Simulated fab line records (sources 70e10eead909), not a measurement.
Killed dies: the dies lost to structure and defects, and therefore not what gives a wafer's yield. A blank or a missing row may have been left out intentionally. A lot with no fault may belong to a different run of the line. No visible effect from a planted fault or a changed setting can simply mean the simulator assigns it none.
fab line records :: flow nand-harc
[record]
  lots = 6
  wafers = 18
  last-day = 33
route steps=1302 shown P_GATE@114 END@1302
lots untouched by any fault: they come from a run of this same line in which no faults occurred
start-h: hours from the record's first day to the start of the lot's first wafer shown :: wait-h: time in hours since the lot's previous step :: " repeats the value in the row above :: L1.1+2: a single row standing in for several wafers :: - either no value or no given start :: * or withheld: withheld :: < > ~ a bound
route shown NAME@n: names a module that has steps shown in the file, with the first one's number in the route :: usual: mean/standard deviation taken from wafers without a fault :: same: alike in all rows :: chamber/n: place in a boat :: sites: each site's reading :: _std_site: how widely they spread, as a standard deviation :: _edge_site: outer sites' mean less inner sites' :: radius-mm: how far each site lies from the wafer's centre :: mask NAME#n: copy n :: behind: the last tool/chamber to shape the wafer :: hold: reason for holding the lot/hours on hold/outcome of the hold :: device: whichever transistor did not switch (one of n, p or np) :: end of line: the tests these same wafers got at the end of their route :: a step without rows: its recipe alone :: killed: count of dies lost to structure and defects at first sort (not the wafer's yield) :: map: per-die view of a wafer (x killed, . not killed, _ where there is no die)
set.NAME: the setting that was run; set.NAME@STEP: the one run at that earlier step :: model.NAME: the simulator's own value behind a step, which no gauge read
lots at some steps of the route; a table a step, a row a wafer
services: from which hour (start-h, from the record's first day; less than 0 if before it) a tool's chamber was out of use, for how many hours, and why
[[steps]]
[step NHARC_P_GATE_DEHYDRATE_03]
[recipe]
  temp-c = 150
  time-s = 120
[step NHARC_P_GATE_HMDS_04]
[recipe]
  time-s = 30
[step NHARC_P_GATE_COAT_05]
[recipe]
  spin-rpm = 4690
[step NHARC_P_GATE_SOFTBAKE_06]
[recipe]
  temp-c = 122
  time-s = 95
[step NHARC_P_GATE_EBR_07]
[step NHARC_P_GATE_EXPOSE_08]
[recipe]
  na = 0.6
  dose-mj = 16.75
  mask-id = P_HV
[step NHARC_P_GATE_PEB_09]
[recipe]
  peb-temp-c = 118
  peb-time-s = 85
[step NHARC_P_GATE_DEVELOP_10]
[recipe]
  time-s = 70
[step NHARC_P_GATE_CD_MEAS_11]
[recipe]
  target-cd-nm = 1640
  landing-energy-ev = 500
[usual]
  cd-nm = 1639.7/1.5
lot.wafer: L621.4
tool: cd-sem-03
chamber: 0
start-h: 114.21
wait-h: -
cd-nm: 1637.6

lot.wafer: L621.5
tool: cd-sem-03
chamber: 0
start-h: 114.21
wait-h: -
cd-nm: 1637.0

lot.wafer: L621.6
tool: cd-sem-03
chamber: 0
start-h: 114.21
wait-h: -
cd-nm: 1638.0

lot.wafer: L626.1
tool: cd-sem-03
chamber: 0
start-h: 162.17
wait-h: -
cd-nm: 1640.0

lot.wafer: L626.2
tool: cd-sem-03
chamber: 0
start-h: 162.17
wait-h: -
cd-nm: 1638.7

lot.wafer: L626.3
tool: cd-sem-03
chamber: 0
start-h: 162.17
wait-h: -
cd-nm: 1638.7

lot.wafer: L629.2
tool: cd-sem-02
chamber: 0
start-h: 189.92
wait-h: -
cd-nm: 1640.5

lot.wafer: L629.3
tool: cd-sem-02
chamber: 0
start-h: 189.92
wait-h: -
cd-nm: 1640.2

lot.wafer: L629.4
tool: cd-sem-02
chamber: 0
start-h: 189.92
wait-h: -
cd-nm: 1639.4

lot.wafer: L630.2
tool: cd-sem-01
chamber: 0
start-h: 198.47
wait-h: -
cd-nm: 1640.0

lot.wafer: L630.3
tool: cd-sem-01
chamber: 0
start-h: 198.47
wait-h: -
cd-nm: 1640.8

lot.wafer: L630.6
tool: cd-sem-01
chamber: 0
start-h: 198.47
wait-h: -
cd-nm: 1639.2

lot.wafer: L639.1
tool: cd-sem-02
chamber: 0
start-h: 298.23
wait-h: -
cd-nm: 1638.2

lot.wafer: L639.3
tool: cd-sem-02
chamber: 0
start-h: 298.23
wait-h: -
cd-nm: 1641.1

lot.wafer: L639.5
tool: cd-sem-02
chamber: 0
start-h: 298.23
wait-h: -
cd-nm: 1641.3

lot.wafer: L640.2
tool: cd-sem-03
chamber: 0
start-h: 309.99
wait-h: -
cd-nm: 1641.3

lot.wafer: L640.4
tool: cd-sem-03
chamber: 0
start-h: 309.99
wait-h: -
cd-nm: 1639.7

lot.wafer: L640.5
tool: cd-sem-03
chamber: 0
start-h: 309.99
wait-h: -
cd-nm: 1640.8
[step NHARC_P_GATE_HARDBAKE_12]
[recipe]
  temp-c = 125
  time-s = 80
[step NHARC_P_GATE_DESCUM_13]
[recipe]
  time-s = 3
  o2-flow-sccm = 200
  ar-flow-sccm = 0
  bias-power-w = 0
  chemistry = O2
[usual]
  drypump-motor-current-A = 5.4/0.41
  oes-product-au = 1.000/0.012
  rf-vpp-V = 57.6/0.88
  showerhead-plenum-p-Torr = 1.90/0.1
  throttle-valve-pct = 11.309/0.0091
lot.wafer: L621.4
tool: rie-diel-08
chamber: 3
start-h: 114.37
wait-h: -
drypump-motor-current-A: 4.8
oes-product-au: 1.000
rf-hours-counter-h: 4
rf-vpp-V: 57.8
showerhead-plenum-p-Torr: 1.97
throttle-valve-pct: 11.283

lot.wafer: L621.5
tool: rie-diel-08
chamber: 2
start-h: 114.37
wait-h: -
drypump-motor-current-A: 5.4
oes-product-au: 0.998
rf-hours-counter-h: -
rf-vpp-V: 56.7
showerhead-plenum-p-Torr: 1.97
throttle-valve-pct: 11.324

lot.wafer: L621.6
tool: rie-diel-08
chamber: 3
start-h: 114.37
wait-h: -
drypump-motor-current-A: 4.8
oes-product-au: 0.996
rf-hours-counter-h: -
rf-vpp-V: 57.5
showerhead-plenum-p-Torr: 1.97
throttle-valve-pct: 11.308

lot.wafer: L626.1
tool: rie-diel-05
chamber: 3
start-h: 162.33
wait-h: -
drypump-motor-current-A: 5.0
oes-product-au: 0.995
rf-hours-counter-h: 7
rf-vpp-V: 57.4
showerhead-plenum-p-Torr: 2.02
throttle-valve-pct: 11.308

lot.wafer: L626.2
tool: rie-diel-05
chamber: 1
start-h: 162.33
wait-h: -
drypump-motor-current-A: 5.3
oes-product-au: 0.995
rf-hours-counter-h: 7
rf-vpp-V: 56.1
showerhead-plenum-p-Torr: 1.78
throttle-valve-pct: 11.325

lot.wafer: L626.3
tool: rie-diel-05
chamber: 2
start-h: 162.33
wait-h: -
drypump-motor-current-A: 6.3
oes-product-au: 0.998
rf-hours-counter-h: 7
rf-vpp-V: 57.6
showerhead-plenum-p-Torr: 1.93
throttle-valve-pct: 11.300

lot.wafer: L629.3
tool: rie-diel-07
chamber: 0
start-h: 190.07
wait-h: -
drypump-motor-current-A: 5.4
oes-product-au: 0.976
rf-hours-counter-h: 2
rf-vpp-V: 58.0
showerhead-plenum-p-Torr: 1.81
throttle-valve-pct: 11.305

lot.wafer: L629.2
tool: rie-diel-07
chamber: 2
start-h: 190.07
wait-h: -
drypump-motor-current-A: 5.9
oes-product-au: 0.984
rf-hours-counter-h: 2
rf-vpp-V: 58.8
showerhead-plenum-p-Torr: 2.02
throttle-valve-pct: 11.310

lot.wafer: L629.4
tool: rie-diel-07
chamber: 3
start-h: 190.07
wait-h: -
drypump-motor-current-A: 5.3
oes-product-au: 0.996
rf-hours-counter-h: 2
rf-vpp-V: 57.8
showerhead-plenum-p-Torr: 2.05
throttle-valve-pct: 11.305

lot.wafer: L630.3
tool: rie-diel-05
chamber: 2
start-h: 198.63
wait-h: -
drypump-motor-current-A: 6.3
oes-product-au: 1.008
rf-hours-counter-h: 9
rf-vpp-V: 57.3
showerhead-plenum-p-Torr: 1.93
throttle-valve-pct: 11.307

lot.wafer: L630.2
tool: rie-diel-05
chamber: 0
start-h: 198.63
wait-h: -
drypump-motor-current-A: 5.6
oes-product-au: 0.998
rf-hours-counter-h: 9
rf-vpp-V: 57.2
showerhead-plenum-p-Torr: 1.86
throttle-valve-pct: 11.319

lot.wafer: L630.6
tool: rie-diel-05
chamber: 2
start-h: 198.63
wait-h: -
drypump-motor-current-A: 6.3
oes-product-au: 1.005
rf-hours-counter-h: -
rf-vpp-V: 56.2
showerhead-plenum-p-Torr: 1.93
throttle-valve-pct: 11.309

lot.wafer: L639.1
tool: rie-diel-05
chamber: 2
start-h: 298.40
wait-h: -
drypump-motor-current-A: 6.2
oes-product-au: 0.996
rf-hours-counter-h: 5
rf-vpp-V: 57.0
showerhead-plenum-p-Torr: 1.93
throttle-valve-pct: 11.299

lot.wafer: L639.3
tool: rie-diel-05
chamber: 0
start-h: 298.40
wait-h: -
drypump-motor-current-A: 5.6
oes-product-au: 0.991
rf-hours-counter-h: 5
rf-vpp-V: 58.8
showerhead-plenum-p-Torr: 1.86
throttle-valve-pct: 11.312

lot.wafer: L639.5
tool: rie-diel-05
chamber: 2
start-h: 298.40
wait-h: -
drypump-motor-current-A: 6.2
oes-product-au: 1.007
rf-hours-counter-h: -
rf-vpp-V: 56.8
showerhead-plenum-p-Torr: 1.93
throttle-valve-pct: 11.309

lot.wafer: L640.2
tool: rie-diel-07
chamber: 3
start-h: 310.17
wait-h: -
drypump-motor-current-A: 5.3
oes-product-au: 1.003
rf-hours-counter-h: 0
rf-vpp-V: 58.3
showerhead-plenum-p-Torr: 2.05
throttle-valve-pct: 11.303

lot.wafer: L640.4
tool: rie-diel-07
chamber: 0
start-h: 310.17
wait-h: -
drypump-motor-current-A: 5.5
oes-product-au: 0.992
rf-hours-counter-h: 1
rf-vpp-V: 57.4
showerhead-plenum-p-Torr: 1.81
throttle-valve-pct: 11.318

lot.wafer: L640.5
tool: rie-diel-07
chamber: 1
start-h: 310.17
wait-h: -
drypump-motor-current-A: 5.1
oes-product-au: 1.007
rf-hours-counter-h: -
rf-vpp-V: 57.4
showerhead-plenum-p-Torr: 1.82
throttle-valve-pct: 11.300
[step NHARC_P_GATE_ETCH_14]
[recipe]
  target-depth-a = 488
  chemistry = dHF
  material = SiO2
[step NHARC_P_GATE_STRIP_15]
[recipe]
  time-s = 780
  temp-c = 130
  chemistry = SPM
[usual]
  bath-guard-temp-C = 130.2/0.42
  bath-heat-duty-pct = 14.8/1.7
lot.wafer: L621.5
tool: wet-bench-04
chamber: 0
start-h: 114.55
wait-h: 0.0
bath-guard-temp-C: 130.9
bath-heat-duty-pct: 13.9

lot.wafer: L621.6
tool: wet-bench-04
chamber: 3
start-h: 114.55
wait-h: 0.0
bath-guard-temp-C: 129.5
bath-heat-duty-pct: 11.3

lot.wafer: L621.4
tool: wet-bench-04
chamber: 4
start-h: 114.55
wait-h: 0.0
bath-guard-temp-C: 130.4
bath-heat-duty-pct: 14.3

lot.wafer: L626.2
tool: wet-bench-03
chamber: 1
start-h: 162.51
wait-h: 0.0
bath-guard-temp-C: 129.2
bath-heat-duty-pct: 18.9

lot.wafer: L626.1
tool: wet-bench-03
chamber: 2
start-h: 162.51
wait-h: 0.0
bath-guard-temp-C: 129.7
bath-heat-duty-pct: 14.1

lot.wafer: L626.3
tool: wet-bench-03
chamber: 4
start-h: 162.51
wait-h: 0.0
bath-guard-temp-C: 130.8
bath-heat-duty-pct: 15.2

lot.wafer: L629.3
tool: wet-bench-04
chamber: 3
start-h: 190.26
wait-h: 0.0
bath-guard-temp-C: -
bath-heat-duty-pct: -

lot.wafer: L629.4
tool: wet-bench-04
chamber: 4
start-h: 190.26
wait-h: 0.0
bath-guard-temp-C: -
bath-heat-duty-pct: -

lot.wafer: L629.2
tool: wet-bench-04
chamber: 6
start-h: 190.26
wait-h: 0.0
bath-guard-temp-C: -
bath-heat-duty-pct: -

lot.wafer: L630.2
tool: wet-bench-09
chamber: 6
start-h: 198.81
wait-h: 0.0
bath-guard-temp-C: -
bath-heat-duty-pct: -

lot.wafer: L630.6
tool: wet-bench-09
chamber: 7
start-h: 198.81
wait-h: 0.0
bath-guard-temp-C: -
bath-heat-duty-pct: -

lot.wafer: L630.3
tool: wet-bench-09
chamber: 1
start-h: 198.81
wait-h: 0.0
bath-guard-temp-C: -
bath-heat-duty-pct: -

lot.wafer: L639.3
tool: wet-bench-03
chamber: 4
start-h: 298.56
wait-h: 0.0
bath-guard-temp-C: 130.5
bath-heat-duty-pct: 14.8

lot.wafer: L639.1
tool: wet-bench-03
chamber: 5
start-h: 298.56
wait-h: 0.0
bath-guard-temp-C: 129.9
bath-heat-duty-pct: 16.8

lot.wafer: L639.5
tool: wet-bench-03
chamber: 0
start-h: 298.56
wait-h: 0.0
bath-guard-temp-C: 130.3
bath-heat-duty-pct: 13.7

lot.wafer: L640.4
tool: wet-bench-09
chamber: 5
start-h: 310.32
wait-h: 0.0
bath-guard-temp-C: 129.7
bath-heat-duty-pct: 15.0

lot.wafer: L640.2
tool: wet-bench-09
chamber: 6
start-h: 310.32
wait-h: 0.0
bath-guard-temp-C: 130.7
bath-heat-duty-pct: 15.7

lot.wafer: L640.5
tool: wet-bench-09
chamber: 7
start-h: 310.32
wait-h: 0.0
bath-guard-temp-C: 130.0
bath-heat-duty-pct: 16.3
[step NHARC_P_GATE_PRECLEAN_71]
[recipe]
  time-s = *
  temp-c = 50
  bath-age-min = 0
  chemistry = SC1
[step NHARC_END_SORT_01]
[recipe]
  temp-c = 25
[usual]
  killed-at-array = 54/17
  killed-at-other = 1.0/1.4
  killed-at-periphery = 3.6/2.1
  killed-dies = 58/17
  killed-open = 3.2/2
  killed-short = 2.5/1.5
[same]
  gross-dies = 677
lot.wafer: L629.2
tool: prober-02
chamber: 0
start-h: 659.66
wait-h: 2.8
killed-at-array: 50
killed-at-other: 1
killed-at-periphery: 626
killed-dies: 677
killed-open: 0
killed-short: 5

lot.wafer: L629.3
tool: prober-02
chamber: 0
start-h: 660.46
wait-h: 3.1
killed-at-array: 56
killed-at-other: 1
killed-at-periphery: 620
killed-dies: 677
killed-open: 5
killed-short: 2

lot.wafer: L629.4
tool: prober-02
chamber: 0
start-h: 661.26
wait-h: 3.4
killed-at-array: 49
killed-at-other: 2
killed-at-periphery: 626
killed-dies: 677
killed-open: 2
killed-short: 2

lot.wafer: L630.2
tool: prober-01
chamber: 0
start-h: 687.72
wait-h: 2.8
killed-at-array: 16
killed-at-other: 0
killed-at-periphery: 661
killed-dies: 677
killed-open: 0
killed-short: 1

lot.wafer: L630.3
tool: prober-01
chamber: 0
start-h: 688.54
wait-h: 3.1
killed-at-array: 16
killed-at-other: 0
killed-at-periphery: 661
killed-dies: 677
killed-open: 2
killed-short: 0

lot.wafer: L630.6
tool: prober-01
chamber: 0
start-h: 690.99
wait-h: 4.1
killed-at-array: 16
killed-at-other: 0
killed-at-periphery: 661
killed-dies: 677
killed-open: 5
killed-short: 0
// killed by level:class
L629.2 P_GATE:area-strip=622 A_CHANNEL_HOLE_D2:chamber-film-flake=20 A_CHANNEL_HOLE_D1:chamber-film-flake=16 A_SLIT:chamber-film-flake=5 P_GATE:chamber-film-flake=3 A_ONON_D1:geometric-particle:short=2 A_CONTACT:chamber-film-flake=2 A_ONON_D2:geometric-particle:short=1
L629.3 P_GATE:area-strip=615 A_CHANNEL_HOLE_D1:chamber-film-flake=32 A_CHANNEL_HOLE_D2:chamber-film-flake=16 P_CONTACT:geometric-particle:open=2 A_CHANNEL_FILL_D2:chamber-film-flake=2 A_SLIT:chamber-film-flake=2 P_BONDPAD:geometric-particle:open=1 A_ONON_D2:geometric-particle:short=1
L629.4 P_GATE:area-strip=624 A_CHANNEL_HOLE_D2:chamber-film-flake=19 A_CHANNEL_HOLE_D1:chamber-film-flake=13 A_SLIT:chamber-film-flake=5 A_CONTACT:chamber-film-flake=5 A_STAIRCASE:chamber-film-flake=3 A_CHANNEL_FILL_D1:geometric-particle:open=1 A_ONON_D2:geometric-particle:short=1
L630.2 P_GATE:area-strip=658 A_CHANNEL_HOLE_D1:chamber-film-flake=9 A_STAIRCASE:chamber-film-flake=2 A_BLC:chamber-film-flake=2 P_M1:geometric-particle:short=1 P_STI:chamber-film-flake=1 P_BONDPAD:chamber-film-flake=1 A_ZERO_WELL:chamber-film-flake=1
L630.3 P_GATE:area-strip=657 A_CHANNEL_HOLE_D1:chamber-film-flake=8 P_BONDPAD:chamber-film-flake=3 A_SLIT:chamber-film-flake=2 A_CONTACT:chamber-film-flake=2 A_BLC:chamber-film-flake=2 P_CONTACT:geometric-particle:open=1 A_M0:geometric-particle:open=1
L630.6 P_GATE:area-strip=654 A_CHANNEL_HOLE_D1:chamber-film-flake=6 P_BONDPAD:chamber-film-flake=3 P_CONTACT:geometric-particle:open=2 A_WL_FILL:chamber-film-flake=2 A_STAIRCASE:chamber-film-flake=2 A_CONTACT:chamber-film-flake=2 P_GATE:geometric-particle:open=1
// map L629.2 (x killed, . not)
____________x____________
_________xxxxxxx_________
_______xxxxxxxxxxx_______
______xxxxxxxxxxxxx______
_____xxxxxxxxxxxxxxx_____
____xxxxxxxxxxxxxxxxx____
____xxxxxxxxxxxxxxxxx____
___xxxxxxxxxxxxxxxxxxx___
___xxxxxxxxxxxxxxxxxxx___
__xxxxxxxxxxxxxxxxxxxxx__
__xxxxxxxxxxxxxxxxxxxxx__
_xxxxxxxxxxxxxxxxxxxxxxx_
_xxxxxxxxxxxxxxxxxxxxxxx_
_xxxxxxxxxxxxxxxxxxxxxxx_
_xxxxxxxxxxxxxxxxxxxxxxx_
_xxxxxxxxxxxxxxxxxxxxxxx_
xxxxxxxxxxxxxxxxxxxxxxxxx
xxxxxxxxxxxxxxxxxxxxxxxxx
xxxxxxxxxxxxxxxxxxxxxxxxx
xxxxxxxxxxxxxxxxxxxxxxxxx
xxxxxxxxxxxxxxxxxxxxxxxxx
_xxxxxxxxxxxxxxxxxxxxxxx_
_xxxxxxxxxxxxxxxxxxxxxxx_
_xxxxxxxxxxxxxxxxxxxxxxx_
_xxxxxxxxxxxxxxxxxxxxxxx_
_xxxxxxxxxxxxxxxxxxxxxxx_
__xxxxxxxxxxxxxxxxxxxxx__
__xxxxxxxxxxxxxxxxxxxxx__
___xxxxxxxxxxxxxxxxxxx___
___xxxxxxxxxxxxxxxxxxx___
____xxxxxxxxxxxxxxxxx____
____xxxxxxxxxxxxxxxxx____
_____xxxxxxxxxxxxxxx_____
______xxxxxxxxxxxxx______
_______xxxxxxxxxxx_______
_________xxxxxxx_________
____________x____________
// map L630.2 (x killed, . not)
____________x____________
_________xxxxxxx_________
_______xxxxxxxxxxx_______
______xxxxxxxxxxxxx______
_____xxxxxxxxxxxxxxx_____
____xxxxxxxxxxxxxxxxx____
____xxxxxxxxxxxxxxxxx____
___xxxxxxxxxxxxxxxxxxx___
___xxxxxxxxxxxxxxxxxxx___
__xxxxxxxxxxxxxxxxxxxxx__
__xxxxxxxxxxxxxxxxxxxxx__
_xxxxxxxxxxxxxxxxxxxxxxx_
_xxxxxxxxxxxxxxxxxxxxxxx_
_xxxxxxxxxxxxxxxxxxxxxxx_
_xxxxxxxxxxxxxxxxxxxxxxx_
_xxxxxxxxxxxxxxxxxxxxxxx_
xxxxxxxxxxxxxxxxxxxxxxxxx
xxxxxxxxxxxxxxxxxxxxxxxxx
xxxxxxxxxxxxxxxxxxxxxxxxx
xxxxxxxxxxxxxxxxxxxxxxxxx
xxxxxxxxxxxxxxxxxxxxxxxxx
_xxxxxxxxxxxxxxxxxxxxxxx_
_xxxxxxxxxxxxxxxxxxxxxxx_
_xxxxxxxxxxxxxxxxxxxxxxx_
_xxxxxxxxxxxxxxxxxxxxxxx_
_xxxxxxxxxxxxxxxxxxxxxxx_
__xxxxxxxxxxxxxxxxxxxxx__
__xxxxxxxxxxxxxxxxxxxxx__
___xxxxxxxxxxxxxxxxxxx___
___xxxxxxxxxxxxxxxxxxx___
____xxxxxxxxxxxxxxxxx____
____xxxxxxxxxxxxxxxxx____
_____xxxxxxxxxxxxxxx_____
______xxxxxxxxxxxxx______
_______xxxxxxxxxxx_______
_________xxxxxxx_________
____________x____________
[[services]]
tool: rie-diel-05
chamber: 1
start-h: 101.12
hours: 6.5
kind: repair

tool: rie-diel-05
chamber: 2
start-h: 107.74
hours: 5.0
kind: repair

tool: rie-diel-05
chamber: 0
start-h: 110.80
hours: -
kind: clean

tool: rie-diel-05
chamber: 1
start-h: 110.80
hours: -
kind: clean

tool: rie-diel-05
chamber: 3
start-h: 110.80
hours: -
kind: clean

tool: rie-diel-07
chamber: -
start-h: 117.20
hours: 9.0
kind: pm

tool: rie-diel-05
chamber: 0
start-h: 135.30
hours: -
kind: clean

tool: rie-diel-05
chamber: 1
start-h: 135.30
hours: -
kind: clean

tool: rie-diel-05
chamber: 2
start-h: 135.30
hours: -
kind: clean

tool: rie-diel-05
chamber: 3
start-h: 135.30
hours: -
kind: clean

tool: rie-diel-05
chamber: 0
start-h: 160.07
hours: -
kind: clean

tool: rie-diel-05
chamber: 1
start-h: 160.07
hours: -
kind: clean

tool: rie-diel-05
chamber: 2
start-h: 160.07
hours: -
kind: clean

tool: rie-diel-05
chamber: 3
start-h: 160.07
hours: -
kind: clean

tool: wet-bench-09
chamber: -
start-h: 176.80
hours: 8.0
kind: pm

tool: rie-diel-08
chamber: -
start-h: 190.80
hours: 9.0
kind: pm

tool: wet-bench-03
chamber: -
start-h: 210.46
hours: 8.0
kind: pm

tool: wet-bench-04
chamber: -
start-h: 227.20
hours: 8.0
kind: pm

tool: rie-diel-05
chamber: 0
start-h: 228.13
hours: 5.4
kind: repair

tool: rie-diel-05
chamber: -
start-h: 229.80
hours: 9.0
kind: pm

tool: rie-diel-08
chamber: 3
start-h: 238.97
hours: 2.2
kind: repair

tool: rie-diel-07
chamber: 3
start-h: 252.65
hours: 3.6
kind: repair

tool: rie-diel-07
chamber: -
start-h: 281.58
hours: 0.6
kind: repair

tool: rie-diel-07
chamber: -
start-h: 294.20
hours: 9.0
kind: pm
[[key]]
[first-sign]
  step = NHARC_P_GATE_STRIP_15
  reading = tool-record
  direction = missing
[effect]
  step = NHARC_END_SORT_01
  reading = killed-at-periphery
  direction = up
  sigmas = 99+
  usual = 3.6
  struck = 642.5
[more-kills-born-at]
  NHARC_P_GATE_STRIP_15@wet-bench-09 = 1969
  NHARC_P_GATE_STRIP_15@wet-bench-04 = 1861
met-at NHARC_P_GATE_STRIP_15
struck-wafers L629.2,L629.3,L629.4,L630.2,L630.3,L630.6
later-rows-left-out L629.2,L629.3,L629.4,L630.2,L630.3,L630.6
tester-left-out L629,L630
onset-between 114.55 190.26
[fault]
  kind = skipped-step-whole
  tool = wet-bench-04,wet-bench-09
  chamber = -
  onset-h = 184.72
  steps = NHARC_P_GATE_STRIP_15
  scope = struck-lots-only
// tester-left-out: of these lots the tester's yield and bins aren't shown, on N5 and GAA mostly nor the transistor test; their killed dies are dies lost to structure and defects alone, not to doping, threshold or leakage, so they don't give the yield
// later-rows-left-out: the simulator's readings of these wafers behind a module that went badly wrong aren't trusted and aren't shown, but for the sort
